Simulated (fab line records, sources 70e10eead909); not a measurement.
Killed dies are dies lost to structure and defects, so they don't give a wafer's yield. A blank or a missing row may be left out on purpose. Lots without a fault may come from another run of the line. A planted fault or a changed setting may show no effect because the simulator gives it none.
fab line records | flow nand_harc
record lots=6 wafers=18 last_day=23
route steps=1159 shown A_M0@1007 A_M1@1026 END@1159
lots that met no fault: from a run of the same line without faults
start_h: hours from the record's first day to the start of the lot's first wafer shown | wait_h: hours since the lot's step before | " the same as in the row above | L1.1+2: a row that stands for several wafers | - no value, or no start given | * or withheld: withheld | < > ~ a bound
route shown NAME@n: a module of which the file shows steps, and the number in the route of the first | usual: mean/standard deviation of fault-free wafers | same: alike in all rows | chamber/n: place in a boat | sites: the reading at each site | _std_site: their standard deviation | _edge_site: outer sites' mean less inner sites' | radius_mm: how far each site lies from the wafer's centre | mask NAME#n: copy n | behind: the tool/chamber that last shaped the wafer | hold: why the lot was held/for how many hours/how that ended | device: the transistor (n, p or np) that didn't switch | end of line: the same wafers' tests at the end of the route | a step without rows: its recipe alone | killed: dies lost to structure and defects at the first sort, not the wafer's yield | map: a wafer's dies, x killed, . not, _ none there
set.NAME: the setting as run; set.NAME@STEP: as run at that earlier step | model.NAME: the simulator's own value behind a step, which no gauge read
lots at some steps of the route; a table a step, a row a wafer
services: from which hour (start_h, from the record's first day; less than 0 if before it) a tool's chamber was out of use, for how many hours, and why
## steps
# step NHARC_A_M0_DESCUM_14
# recipe time_s=3 o2_flow_sccm=200 ar_flow_sccm=0 bias_power_w=0 chemistry=O2
# step NHARC_A_M0_ETCH_34
# recipe target_depth_a=400 overetch_a=120 time_s=43.94 ion_energy_ev=200 n2_flow_sccm=150 h2_flow_sccm=150 ar_flow_sccm=0 rf_w=400 bias_w=150 chemistry=N2/H2
# usual bias_w=150.1/0.46 drypump_motor_current_A=5.7/0.31 n2_flow_sccm=149.9/0.44 oes_product_au=0.999/0.0079 rf_vpp_V=431.1/2.5 showerhead_plenum_p_Torr=2.06/0.085 throttle_valve_pct=14.171/0.0091
# columns lot.wafer tool chamber start_h wait_h bias_w drypump_motor_current_A n2_flow_sccm oes_product_au rf_hours_counter_h rf_vpp_V showerhead_plenum_p_Torr throttle_valve_pct
L453.3 rie_diel-09 3 407.62 0.1 149.8 5.4 150.2 1.005 11 432.0 2.06 14.172
L453.1 " 0 " " 150.5 6.4 150.1 1.003 12 430.6 2.06 14.166
L453.5 " 0 " " 150.0 6.4 149.8 1.000 - 430.6 2.06 14.167
L455.4 rie_diel-09 0 414.37 0.1 149.7 6.4 150.4 0.998 13 432.3 2.06 14.181
L455.3 " 1 " " 149.3 6.1 150.1 0.999 13 432.7 2.18 14.187
L455.1 " 3 " " 149.8 5.4 149.8 1.000 12 431.4 2.06 14.166
L460.2 rie_diel-06 2 452.49 0.1 149.9 5.9 150.2 1.001 2 433.2 2.10 14.170
L460.5 " 3 " " 150.1 5.6 150.2 1.004 - 427.2 1.96 14.174
L460.6 " 0 " " 150.3 5.3 150.0 1.002 - 435.0 2.16 14.162
L466.1 rie_diel-05 2 490.79 0.1 151.2 5.7 149.7 0.991 9 428.5 1.94 14.183
L466.3 " 3 " " 149.7 6.0 150.3 0.992 9 431.0 2.07 14.165
L466.2 " 0 " " 149.2 5.5 150.0 0.997 10 436.2 2.20 14.180
L463.3 rie_diel-09 2 491.67 0.1 150.0 6.0 149.2 1.007 4 429.1 2.00 14.170
L463.2 " 3 " " 149.1 5.4 150.2 0.995 3 431.5 2.06 14.173
L463.5 " 2 " " 150.3 6.0 149.8 0.999 - 428.6 2.00 14.171
L469.3 rie_diel-06 2 506.47 0.1 149.8 5.9 149.4 0.992 6 431.9 2.10 14.170
L469.4 " 1 " " 149.7 5.6 150.1 1.004 5 431.5 2.05 14.170
L469.5 " 3 " " 150.2 5.6 149.7 0.990 - 427.9 1.95 14.181
# step NHARC_A_M0_ETCH_15
# recipe target_depth_a=1500 overetch_a=150 time_s=82.5 c4f8_flow_sccm=withheld ar_flow_sccm=400 rf_w=600 bias_w=300 chemistry=C4F8/Ar
# step NHARC_A_M0_CD_MEAS_16
# usual cd_nm=80.0/0.64
# columns lot.wafer tool chamber start_h wait_h cd_nm
L453.1 cd_sem-02 - 407.84 - 80.4
L453.3 " - " " 80.0
L453.5 " - " " 80.3
L455.1 cd_sem-02 - 414.58 - 79.8
L455.3 " - " " 79.2
L455.4 " - " " 80.0
L460.2 cd_sem-03 - 452.69 - 79.1
L460.5 " - " " 80.1
L460.6 " - " " 79.7
L466.1 cd_sem-01 - 491.00 - 79.5
L466.2 " - " " 80.6
L466.3 " - " " 80.8
L463.2 cd_sem-01 - 491.88 - 79.0
L463.3 " - " " 80.0
L463.5 " - " " 79.6
L469.3 cd_sem-03 - 506.69 - 80.3
L469.4 " - " " 80.0
L469.5 " - " " 80.7
# step NHARC_A_M0_STRIP_18
# recipe power_w=1000 n2_flow_sccm=150 h2_flow_sccm=150 ar_flow_sccm=0 bias_w=0 chemistry=N2/H2
# usual drypump_motor_current_A=5.8/0.32 n2_flow_sccm=150.1/0.47 oes_product_au=0.999/0.0078 power_w=1000.2/2.9 rf_vpp_V=90.7/0.9 showerhead_plenum_p_Torr=2.06/0.089 throttle_valve_pct=14.172/0.0098
# same bias_w=0
# columns lot.wafer tool chamber start_h wait_h drypump_motor_current_A n2_flow_sccm oes_product_au power_w rf_hours_counter_h rf_vpp_V showerhead_plenum_p_Torr throttle_valve_pct
L453.3 rie_diel-06 0 407.91 0.1 5.3 150.4 0.988 997.1 14 91.3 2.16 14.164
L453.1 " 1 " " 5.6 149.7 1.002 999.7 11 91.5 2.05 14.173
L453.5 " 2 " " 5.9 149.8 0.988 1002.8 - 89.7 2.11 14.184
L455.4 rie_diel-09 1 414.66 0.1 6.1 150.0 0.994 997.3 13 91.3 2.18 14.150
L455.3 " 3 " " 5.4 149.8 1.011 998.7 12 89.9 2.06 14.171
L455.1 " 0 " " 6.4 149.9 1.008 997.7 13 90.9 2.06 14.169
L460.2 rie_diel-09 3 452.84 0.1 5.4 149.9 0.996 1001.7 1 89.9 2.06 14.163
L460.6 " 0 " " 6.4 150.4 1.006 998.6 - 90.1 2.06 14.169
L460.5 " 1 " " 6.1 150.4 1.004 1003.1 - 91.9 2.18 14.178
L466.2 rie_diel-06 2 491.08 0.1 5.9 149.7 0.989 998.9 4 90.4 2.10 14.164
L466.3 " 0 " " 5.3 149.7 1.000 1001.3 5 91.6 2.16 14.178
L466.1 " 1 " " 5.6 149.9 0.995 996.2 4 90.5 2.05 14.180
L463.3 rie_diel-09 0 491.98 0.1 6.4 150.1 1.004 1003.7 4 91.2 2.06 14.179
L463.2 " 1 " " 6.1 150.2 1.011 1005.2 5 91.4 2.17 14.171
L463.5 " 3 " " 5.4 150.4 1.015 1008.5 - 91.8 2.06 14.151
L469.4 rie_diel-05 1 506.76 0.1 5.9 150.0 1.004 1002.2 12 90.2 1.93 14.185
L469.3 " 2 " " 5.7 149.7 1.006 997.5 11 90.4 1.94 14.193
L469.5 " 1 " " 5.9 150.1 1.004 999.5 - 89.2 1.93 14.169
# step NHARC_A_M0_STRIP_19
# recipe time_s=600 temp_c=30 chemistry=post_etch_residue_remover
# step NHARC_A_M0_DEGAS_28
# recipe temp_c=250 time_s=60
# step NHARC_A_M0_PRE_CLEAN_29
# recipe time_s=30 temp_c=280 gas=H2/He
# step NHARC_A_M0_PVD_20
# recipe target_thk_a=50 bias_v=168.6 power_w=15000 chamber_pressure_pa=0.12 time_s=8.06 substrate_temp_c=50 material=TaN
# step NHARC_A_M0_PVD_21
# recipe target_thk_a=300 chamber_pressure_pa=5 power_w=5000 substrate_temp_c=30 time_s=20.49 material=Cu
# usual substrate_temp_c=29.99/0.096 throttle_valve_pct=30.3/0.91
# columns lot.wafer tool chamber start_h wait_h substrate_temp_c throttle_valve_pct
L453.3 pvd_sputter-01 - - - 30.03 30.8
L453.1 " - " " 29.85 31.2
L453.5 " - " " 30.00 29.8
L455.3 pvd_sputter-01 - - - 30.10 31.4
L455.4 " - " " 30.07 29.4
L455.1 " - " " 30.04 29.9
L460.2 pvd_sputter-02 - - - 29.98 30.8
L460.6 " - " " 30.04 28.8
L460.5 " - " " 29.87 30.7
L466.1 pvd_sputter-01 - - - 29.92 29.7
L466.3 " - " " 29.92 31.1
L466.2 " - " " 30.11 31.4
L463.3 pvd_sputter-01 - - - 29.96 30.9
L463.2 " - " " 29.96 31.6
L463.5 " - " " 29.89 29.6
L469.3 pvd_sputter-03 - - - 29.92 29.2
L469.4 " - " " 30.11 31.2
L469.5 " - " " 29.76 31.5
# step NHARC_A_M0_ECD_22
# recipe target_thk_a=4000 bath_temp_c=25 material=Cu
# step NHARC_A_M0_ANNEAL_30
# recipe temp_c=225 time_s=90
# step NHARC_A_M0_CMP_23
# recipe t_overpolish_s=20 target_thk_nm=113.75
# usual motor_current_A=12.2/1.2 time_to_endpoint_s=29.5/1.7
# columns lot.wafer tool chamber start_h wait_h motor_current_A time_to_endpoint_s
L453.3 cmp-02 3 409.59 - 11.1 31.7
L453.1 " 2 " " 10.4 29.0
L453.5 " 0 " " 12.1 28.2
L455.3 cmp-01 3 416.31 - 11.5 27.0
L455.4 " 0 " " 13.3 27.6
L455.1 " 1 " " 14.6 26.8
L460.2 cmp-04 0 454.82 - 14.4 29.8
L460.6 " 0 " " 14.2 31.7
L460.5 " 1 " " 13.5 28.5
L466.3 cmp-02 1 492.74 - 12.9 25.5
L466.2 " 2 " " 10.3 26.8
L466.1 " 3 " " 10.7 28.3
L463.2 cmp-02 2 493.76 - 10.6 28.3
L463.3 " 0 " " 12.4 28.2
L463.5 " 1 " " 12.6 32.4
L469.4 cmp-04 1 508.42 - 13.5 28.6
L469.3 " 2 " " 12.1 29.9
L469.5 " 0 " " 14.2 27.6
# step NHARC_A_M0_THK_MEAS_24
# recipe thk_meas_gauge=xrf
# usual thk_nm=113.9/1.3
# columns lot.wafer tool chamber start_h wait_h thk_nm
L453.1 film_metro-02 - 409.90 - 113.5
L453.3 " - " " 114.8
L453.5 " - " " 114.7
L455.1 film_metro-01 - 416.60 - 114.5
L455.3 " - " " 114.0
L455.4 " - " " 114.8
L460.2 film_metro-02 - 455.14 - 114.1
L460.5 " - " " 113.7
L460.6 " - " " 114.2
L466.1 film_metro-01 - 493.03 - 113.2
L466.2 " - " " 115.0
L466.3 " - " " 111.5
L463.2 film_metro-02 - 494.05 - 115.0
L463.3 " - " " 114.2
L463.5 " - " " 112.7
L469.3 film_metro-01 - 508.71 - 112.4
L469.4 " - " " 112.8
L469.5 " - " " 114.0
# step NHARC_A_M0_SRD_25
# step NHARC_A_M0_INSPECT_27
# usual raw_defect_count=469/120
# columns lot.wafer tool chamber start_h wait_h raw_defect_count
L453.1 defect_inspect-01 - 410.06 0.0 592
L453.3 " - " " 429
L453.5 " - " " 381
L455.1 defect_inspect-01 - 416.76 0.0 444
L455.3 " - " " 660
L455.4 " - " " 663
L460.2 defect_inspect-01 - 455.30 0.0 345
L460.5 " - " " 418
L460.6 " - " " 387
L466.1 defect_inspect-01 - 493.19 0.0 1747
L466.2 " - " " 1698
L466.3 " - " " 1816
L463.2 defect_inspect-02 - 494.21 0.0 1881
L463.3 " - " " 1697
L463.5 " - " " 1989
L469.3 defect_inspect-02 - 508.89 0.0 352
L469.4 " - " " 411
L469.5 " - " " 853
# step NHARC_A_M0_PRE_CLEAN_31
# recipe time_s=12 temp_c=370 rf_power_w=300 gas=NH3
# usual heater_power_w=650/89
# columns lot.wafer tool chamber start_h wait_h heater_power_w
L453.3 pecvd-03 2 410.14 0.1 583
L453.1 " 0 " " 543
L453.5 " 1 " " 627
L455.1 pecvd-03 0 416.82 0.1 553
L455.3 " 2 " " 541
L455.4 " 0 " " 557
L460.2 pecvd-04 1 455.38 0.1 691
L460.6 " 0 " " 683
L460.5 " 2 " " 775
L466.3 pecvd-03 1 493.26 0.1 635
L466.2 " 2 " " 508
L466.1 " 0 " " 477
L463.2 pecvd-04 2 494.29 0.1 781
L463.3 " 0 " " 654
L463.5 " 0 " " 655
L469.3 pecvd-04 2 508.96 0.1 666
L469.5 " 2 " " 660
L469.4 " 0 " " 612
# step NHARC_A_M0_DEP_32
# recipe target_thk_a=300 temp_c=370 target_thk_nm=30 pressure_torr=3 flow_sccm=200 rf_w=450 material=SiCN
# usual chamber_pressure_Torr=2.999/0.0059 heater_power_w=591/81 showerhead_vpp_V=1280/66
# columns lot.wafer tool chamber start_h wait_h chamber_pressure_Torr heater_power_w showerhead_vpp_V
L453.3 pecvd-03 2 410.25 0.1 3.001 496 1208
L453.1 " 0 " " 2.984 531 1363
L453.5 " 1 " " 2.987 510 1195
L455.1 pecvd-03 0 416.90 0.1 3.004 549 1366
L455.3 " 2 " " 2.999 532 1226
L455.4 " 0 " " 2.999 552 1363
L460.2 pecvd-04 1 455.49 0.1 2.997 699 1266
L460.6 " 0 " " 2.993 643 1310
L460.5 " 2 " " 2.993 647 1326
L466.3 pecvd-03 1 493.34 0.1 3.001 514 1168
L466.2 " 2 " " 2.995 571 1236
L466.1 " 0 " " 3.005 464 1364
L463.2 pecvd-04 2 494.40 0.1 2.996 726 1349
L463.3 " 0 " " 2.996 637 1293
L463.5 " 0 " " 3.008 629 1296
L469.3 pecvd-04 2 509.04 0.1 3.008 704 1307
L469.5 " 2 " " 3.005 707 1344
L469.4 " 0 " " 2.999 655 1295
# step NHARC_A_M1_DEP_00
# recipe target_thk_a=1825 target_thk_nm=182.5 temp_c=withheld pressure_torr=5 flow_sccm=200 rf_w=600 material=SiOC
# step NHARC_A_M1_DEHYDRATE_01
# recipe temp_c=150 time_s=120
# step NHARC_A_M1_HMDS_02
# recipe time_s=30
# step NHARC_A_M1_COAT_34
# recipe temp_c=200 time_s=65
# step NHARC_A_M1_COAT_03
# recipe spin_rpm=1500 resist_thk_nm=90
# step NHARC_A_M1_SOFTBAKE_04
# recipe temp_c=105 time_s=55
# step NHARC_A_M1_EBR_05
# step NHARC_A_M1_EXPOSE_06
# recipe na=1.35 target_cd_nm=120 dose_mj=75.13 mask_id=A_M1
# step NHARC_A_M1_PEB_07
# recipe peb_temp_c=100 peb_time_s=65
# step NHARC_A_M1_DEVELOP_08
# recipe develop_time_s=35 dev_temp_c=23
# step NHARC_A_M1_CD_MEAS_09
# recipe target_cd_nm=120 landing_energy_ev=500
# usual cd_nm=120.2/0.64
# columns lot.wafer tool chamber start_h wait_h cd_nm
L453.1 cd_sem-02 0 411.45 - 121.0
L453.3 " 0 " " 120.4
L453.5 " 0 " " 119.6
L455.1 cd_sem-02 0 418.12 - 120.3
L455.3 " 0 " " 119.9
L455.4 " 0 " " 119.7
L460.2 cd_sem-02 0 456.69 - 120.1
L460.5 " 0 " " 120.2
L460.6 " 0 " " 120.0
L466.1 cd_sem-03 0 494.56 - 120.3
L466.2 " 0 " " 120.1
L466.3 " 0 " " 120.6
L463.2 cd_sem-02 0 495.48 - 120.0
L463.3 " 0 " " 120.4
L463.5 " 0 " " 120.3
L469.3 cd_sem-03 0 510.32 - 120.2
L469.4 " 0 " " 120.8
L469.5 " 0 " " 120.5
# step NHARC_A_M1_OVL_MEAS_10
# recipe pitch_nm=240
# usual overlay_x_nm=0.1/0.91 overlay_y_nm=0.1/0.76
# columns lot.wafer tool chamber start_h wait_h overlay_x_nm overlay_y_nm
L453.1 overlay-02 - 411.54 - 1.1 0.8
L453.3 " - " " 1.8 0.9
L453.5 " - " " 1.4 0.5
L455.1 overlay-02 - 418.23 - 0.6 -0.8
L455.3 " - " " 0.0 -1.0
L455.4 " - " " 0.2 -0.7
L460.2 overlay-02 - 456.78 - 0.3 -0.6
L460.5 " - " " 0.3 -0.6
L460.6 " - " " 0.3 -0.1
L466.1 overlay-02 - 494.65 - 0.3 0.3
L466.2 " - " " 0.6 0.7
L466.3 " - " " 0.5 0.0
L463.2 overlay-02 - 495.57 - 0.0 -0.2
L463.3 " - " " 0.0 0.0
L463.5 " - " " 0.3 -0.2
L469.3 overlay-01 - 510.40 - -1.9 -1.1
L469.4 " - " " -1.6 -1.3
L469.5 " - " " -1.7 -1.7
# step NHARC_A_M1_INSPECT_11
# usual raw_defect_count=29/12
# columns lot.wafer tool chamber start_h wait_h raw_defect_count
L453.1 defect_inspect-01 - 411.58 0.0 46
L453.3 " - " " 39
L453.5 " - " " 23
L455.1 defect_inspect-02 - 418.26 0.0 13
L455.3 " - " " 7
L455.4 " - " " 16
L460.2 defect_inspect-02 - 456.81 0.0 23
L460.5 " - " " 22
L460.6 " - " " 25
L466.1 defect_inspect-01 - 494.69 0.0 1394
L466.2 " - " " 1438
L466.3 " - " " 1454
L463.2 defect_inspect-02 - 495.60 0.0 1465
L463.3 " - " " 1404
L463.5 " - " " 1320
L469.3 defect_inspect-01 - 510.44 0.0 34
L469.4 " - " " 27
L469.5 " - " " 33
# step NHARC_A_M1_DESCUM_14
# recipe time_s=3 o2_flow_sccm=200 ar_flow_sccm=0 bias_power_w=0 chemistry=O2
# step NHARC_END_SORT_01
# recipe temp_c=25
# usual defect_limited_yield=95.6/1.3 killed_at_array=26/8.6 killed_at_other=0.7/0.97 killed_at_periphery=3.2/2.2 killed_dies=30/8.9 killed_open=3.1/1.8 killed_short=2.2/1.8 sort_bin_2_pct=1.4/0.58 sort_bin_3_pct=0.24/0.18 sort_bin_4_pct=2.8/0.9 sort_n_pass=647/8.9 sort_rim_yield_pct=95.5/2.5 sort_yield_pct=95.6/1.3
# same gross_dies=677 sort_bin_5_pct[%]=0 sort_bin_6_pct[%]=0 sort_bin_7_pct[%]=0 sort_bin_8_pct[%]=0 sort_rim_n_gross=106.00
# columns lot.wafer tool chamber start_h wait_h defect_limited_yield[%] killed_at_array killed_at_other killed_at_periphery killed_dies killed_open killed_short sort_bin_2_pct[%] sort_bin_3_pct[%] sort_bin_4_pct[%] sort_n_pass sort_rim_yield_pct[%] sort_yield_pct[%]
L466.1 prober-01 0 532.64 2.4 11.8 595 1 1 597 1 0 40.8 10.19 37.2 80 13.2 11.8
L466.2 prober-01 0 533.46 2.7 13.4 584 0 2 586 5 0 38.8 9.75 38.0 91 12.3 13.4
L466.3 prober-01 0 534.27 3.1 11.5 597 1 1 599 1 0 38.6 9.90 40.0 78 11.3 11.5
L463.2 prober-02 0 533.53 2.8 13.9 582 0 1 583 3 1 39.3 9.60 37.2 94 17.9 13.9
L463.3 prober-02 0 534.32 3.1 14.5 577 0 2 579 1 1 38.8 9.45 37.2 98 16.0 14.5
L463.5 prober-02 0 535.91 3.7 16.8 562 0 1 563 0 3 37.1 8.42 37.7 114 22.6 16.8
L469.3 prober-01 0 549.85 3.1 96.0 26 1 0 27 1 2 1.9 0.15 1.9 650 93.4 96.0
L469.4 prober-01 0 550.64 3.4 96.0 25 0 2 27 1 3 0.7 0.59 2.7 650 95.3 96.0
L469.5 prober-01 0 551.43 3.7 95.4 26 0 5 31 3 2 1.9 0.30 2.4 646 96.2 95.4
# killed by level:class
L466.1 A_M0:unspecified=579 A_CHANNEL_HOLE_D1:chamber_film_flake=8 A_SLIT:chamber_film_flake=4 A_CONTACT:chamber_film_flake=3 A_ONON_D1:geometric_particle:open=1 P_M2:chamber_film_flake=1 THIN_TSV:chamber_film_flake=1
L466.2 A_M0:unspecified=568 A_CHANNEL_HOLE_D1:chamber_film_flake=7 A_SLIT:chamber_film_flake=3 P_GATE:geometric_particle:open=2 A_WL_FILL:geometric_particle:open=2 A_CONTACT:chamber_film_flake=2 A_ONON_D1:geometric_particle:open=1 A_WL_FILL:chamber_film_flake=1
L463.2 A_M0:unspecified=572 A_SLIT:chamber_film_flake=6 P_CONTACT:geometric_particle:open=1 A_WL_FILL:geometric_particle:short=1 A_CONTACT:geometric_particle:open=1 A_BLC:geometric_particle:open=1 A_CONTACT:chamber_film_flake=1
L466.3 A_M0:unspecified=584 A_CHANNEL_HOLE_D1:chamber_film_flake=6 A_SLIT:chamber_film_flake=5 P_STI:geometric_particle:open=1 A_WL_FILL:chamber_film_flake=1 A_CONTACT:chamber_film_flake=1 THIN_TSV:chamber_film_flake=1
L463.3 A_M0:unspecified=562 A_SLIT:chamber_film_flake=8 A_CHANNEL_HOLE_D1:chamber_film_flake=4 P_CONTACT:geometric_particle:short=1 A_SGD_CUT:geometric_particle:open=1 P_BONDPAD:chamber_film_flake=1 A_STAIRCASE:chamber_film_flake=1 A_CONTACT:chamber_film_flake=1
L463.5 A_M0:unspecified=553 A_SLIT:chamber_film_flake=3 A_CHANNEL_HOLE_D1:chamber_film_flake=2 P_M1:geometric_particle:short=1 A_CHANNEL_HOLE_D1:geometric_particle:short=1 A_WL_FILL:geometric_particle:short=1 A_WL_FILL:chamber_film_flake=1 A_CONTACT:chamber_film_flake=1
L469.3 A_CHANNEL_HOLE_D1:chamber_film_flake=20 A_SOURCE_PLATE:geometric_particle:short=1 A_ONON_D1:geometric_particle:open=1 A_CHANNEL_FILL_D1:geometric_particle:short=1 A_ZERO_WELL:chamber_film_flake=1 A_STAIRCASE:chamber_film_flake=1 A_SLIT:chamber_film_flake=1 THIN_TSV:chamber_film_flake=1
L469.4 A_CHANNEL_HOLE_D1:chamber_film_flake=16 A_CONTACT:chamber_film_flake=4 A_WL_FILL:geometric_particle:short=2 P_GATE:chamber_film_flake=2 A_SOURCE_PLATE:geometric_particle:short=1 A_M1:geometric_particle:open=1 A_SLIT:chamber_film_flake=1
L469.5 A_CHANNEL_HOLE_D1:chamber_film_flake=21 P_GATE:chamber_film_flake=2 A_CONTACT:chamber_film_flake=2 P_GATE:geometric_particle:short=1 P_CONTACT:geometric_particle:open=1 A_CHANNEL_HOLE_D1:geometric_particle:open=1 A_SGD_CUT:geometric_particle:open=1 A_CONTACT:geometric_particle:short=1
# map L463.2 (x killed, . not)
____________.____________
_________xxxxxxx_________
_______xx.xxxxxxx._______
______xxx.x.xxxxxxx______
_____x.xxxxxxx..xxxx_____
____xxxxx.xxxxxxxx.xx____
____.xxxxxxx.xxx.xxxx____
___.xxxxxx.x.x.xxxxx..___
___xxxxxxx.x.xxxxxx.xx___
__xxxxxxxxxxxx.xxxxx.xx__
__.xxxxxxxxx.xxxxxx.xxx__
_xxxxxxxxxxxxxxx.xxxxxxx_
_xx.xxxxxxxxxxxxxxxxxxx._
_.xxx.xxxxxxx.xxx.xx.xxx_
_xxxxxxxxxxxxx.xxxx.xxxx_
_xxxxxxxxxxxxxxxxx.xxxxx_
xxxxxxxxxxxxxxxxxxx..x.xx
xxxxxxxxxxxxxxxxxxxxxx.x.
xxxx.xxxx.xxxxxxx.xxxxx..
x.xxxxxx.xx.xxxxxxxxxxxxx
xxxxxxxxxx.xxxxxxxxxxx.xx
_xxxxxxxx.xxxxxxx.xxx.xx_
_..xxxx.xxxxxxxxxxxxxxxx_
_xxxxxx..xxxxx.xxxx.xxxx_
_xxx.x.xx.x..xxxxxxxxxxx_
_xxxx.xx.xxxxxxx..xx.xxx_
__x.xxxx..xxxxxxxxxxx.x__
__xxxxxx.xxxxxxxxxxxxx.__
___xxxxxxxxxxx.xx..xxx___
___x.xxxxxxxx.xxxxxxxx___
____xxxxxxxxxxxxxx.xx____
____..xxx.xxxxxx.x.xx____
_____xx.xxxxxxxxxxxx_____
______xxxxxxxxxxx.x______
_______xxxxxxxxx.x_______
_________xxxxx.x_________
____________x____________
# map L466.3 (x killed, . not)
____________x____________
_________..xxxxx_________
_______x.xxxxxxxxx_______
______xxxxxxxxxxxxx______
_____xxxxxxxxxxxxxxx_____
____xxxxxxx..xxxxxxxx____
____xxx.xxxxxx.x.xxxx____
___xxxxx.xxxxxxxxxx.xx___
___xxx.xxxx.xxxxxxxxxx___
__xxxx.xx.x.xxxxxxx.xxx__
__xxxx.xxxxxxxx.xxx.xxx__
_x.xxxxxxxx.xxxx.x.xxxxx_
_xxx.x..x.xx.xxxxxxxxxx._
_x..x.x.x.xxx.xx.xxxxxxx_
_xxxxxxxxxxxxxxxxxxxx.xx_
_.xxxxxxxx.xxxxx.xxxxxxx_
xxxxx.xxxxxxxxxx.xxxxxxxx
xxxxxxxxxxxxxxxxxxxxxxxxx
xxxxxxxxxxxxxxxxxxxxx.x.x
.xxxxxxxxxxxxxxx.xxxxxxxx
xxxx..xxxxxxxxxxxxxxxxxxx
_xxxxxx.xxxxxxxxx.xxxxxx_
_.xxxxxxxxxxxxxxx.xxxx.x_
_xxxxx.xx..x.x.xxxxxxxxx_
_xxx.xxxxxxxxx.xxxxxxxxx_
_xxxxxxxxx.xxxxxx.xxxxxx_
__xxxx.xxxxxxxxxxxx...x__
__x.xxxxxxxxxx.xxxxx.xx__
___xxx.xxxx.xxxxxxxxxx___
___xxxxxxxxxxxxxxxxxxx___
____xxxxxxxxxx.xxxx.x____
____xxxxxxxxxxxxxxxxx____
_____xxxxxxxx.xxxxxx_____
______xxxxxxxxxxxxx______
_______xxxxxxxx..._______
_________xxx.xxx_________
____________x____________
## services
# columns tool chamber start_h hours kind
cmp-01 - 384.66 6.4 repair
rie_diel-09 0 385.78 - clean
rie_diel-09 1 385.78 - clean
rie_diel-09 2 385.78 - clean
pecvd-04 - 386.99 13.0 pm
rie_diel-06 3 393.45 17.7 repair
pvd_sputter-02 - 394.17 10.0 pm
cmp-04 - 399.08 4.0 pm
cmp-01 - 401.00 1.9 repair
pecvd-03 - 402.28 0.4 repair
pvd_sputter-03 - 403.52 0.9 repair
pvd_sputter-03 - 406.12 5.2 repair
rie_diel-06 - 418.20 9.0 pm
cmp-02 - 424.51 4.0 pm
rie_diel-09 - 431.28 9.0 pm
cmp-01 - 448.42 0.7 repair
cmp-04 - 453.42 0.5 repair
pvd_sputter-01 - 453.77 5.1 repair
pvd_sputter-03 - 458.02 10.0 pm
cmp-02 - 469.53 0.8 repair
pecvd-03 - 473.14 13.0 pm
cmp-01 - 473.51 4.0 pm
pvd_sputter-02 - 486.75 1.9 repair
cmp-04 - 497.08 4.0 pm
## key
first_sign step=NHARC_A_M0_INSPECT_27 reading=raw_defect_count direction=up sigmas=11 usual=469 struck=1805
effect step=NHARC_A_M1_INSPECT_11 reading=raw_defect_count direction=up sigmas=99+ usual=29 struck=1412
effect step=NHARC_END_SORT_01 reading=killed_at_array direction=up sigmas=64 usual=26 struck=583
more_kills_born_at NHARC_A_M0_CMP_23@cmp-02=3418
met_at NHARC_A_M0_CMP_23
struck_wafers L463.2,L463.3,L463.5,L466.1,L466.2,L466.3
onset_between 409.59 492.74
also_fits NHARC_A_M0_PVD_21:pvd_sputter-01
fault kind=chamber_particle_source tool=cmp-02 chamber=- onset_h=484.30 steps=NHARC_A_M0_CMP_23 rate_per_visit_cm2=2.1569 end_h=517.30
